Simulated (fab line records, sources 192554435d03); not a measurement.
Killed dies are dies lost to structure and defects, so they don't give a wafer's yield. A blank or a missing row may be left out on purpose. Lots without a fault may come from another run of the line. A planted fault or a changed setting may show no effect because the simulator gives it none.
One fault seen from 2 desks | flow n5_finfet | each desk has only its own numbers; what lay behind them comes last

THE METROLOGY DESK
What the gauges read, lot by lot, whatever tool the lot ran on: means of the sampled wafers that have a number. A lot is out of limits, marked OUT, if its mean lies more than 4 standard deviations from the usual mean; the brackets give that distance.
Columns: A = M15_THK at N5_BEOL_M15_THK_MEAS_50, usual 861 nm; B = M15_RS at N5_BEOL_M15_RS_MEAS_54, usual 0.0216 ohm/sq
lot  | first seen here | A   | B
L979 | day 14 12:49    | 883 | 0.0211
L980 | day 14 19:52    | 832 | 0.0223
L981 | day 15 04:58    | 851 | 0.0219
L982 | day 15 12:35    | 851 | 0.0220
L985 | day 16 01:40    | 862 | 0.0218
L990 | day 17 02:05    | 871 | 0.0213
L989 | day 17 05:22    | 861 | 0.0216
L996 | day 17 06:13    | 868 | 0.0212
L994 | day 17 23:39    | 870 | 0.0213
L995 | day 18 07:06    | 861 | 0.0213
L997 | day 18 11:58    | 878 | 0.0214
L999 | day 20 12:14    | 849 | 0.0219
This desk's finding: nothing out of limits on any of the 12 lots.

THE TOOL OWNER'S DESK: pvd_sputter-03
The tool's own readings at N5_BEOL_M4_SPUTTER_92 (material Cu, target thk 4.5 nm, time 8.29 s): means of the sampled wafers that have a number, for each lot that ran on this tool. A lot is out of limits, marked OUT, if its mean lies more than 4 standard deviations from the usual mean; the brackets give that distance.
Columns: A = chamber_pressure_pa at N5_BEOL_M4_SPUTTER_92, usual 0.07002 Pa; B = substrate_temp_c at N5_BEOL_M4_SPUTTER_92, usual -20.00 C; C = throttle_valve_pct at N5_BEOL_M4_SPUTTER_92, usual 29.9 %
lot  | first seen here | A       | B      | C
L982 | day 11 16:58    | 0.07004 | -20.06 | 29.8
L985 | day 12 03:19    | 0.06997 | -20.03 | 30.2
L989 | day 12 23:19    | 0.07016 | -19.93 | 30.2
L990 | day 13 06:11    | 0.06998 | -19.97 | 29.8
This desk's finding: nothing out of limits on any of the 4 lots.

PUT TOGETHER
The metrology desk saw nothing out of limits.
The tool owner's desk saw nothing out of limits.

WHAT THE SIMULATOR HAD PUT IN
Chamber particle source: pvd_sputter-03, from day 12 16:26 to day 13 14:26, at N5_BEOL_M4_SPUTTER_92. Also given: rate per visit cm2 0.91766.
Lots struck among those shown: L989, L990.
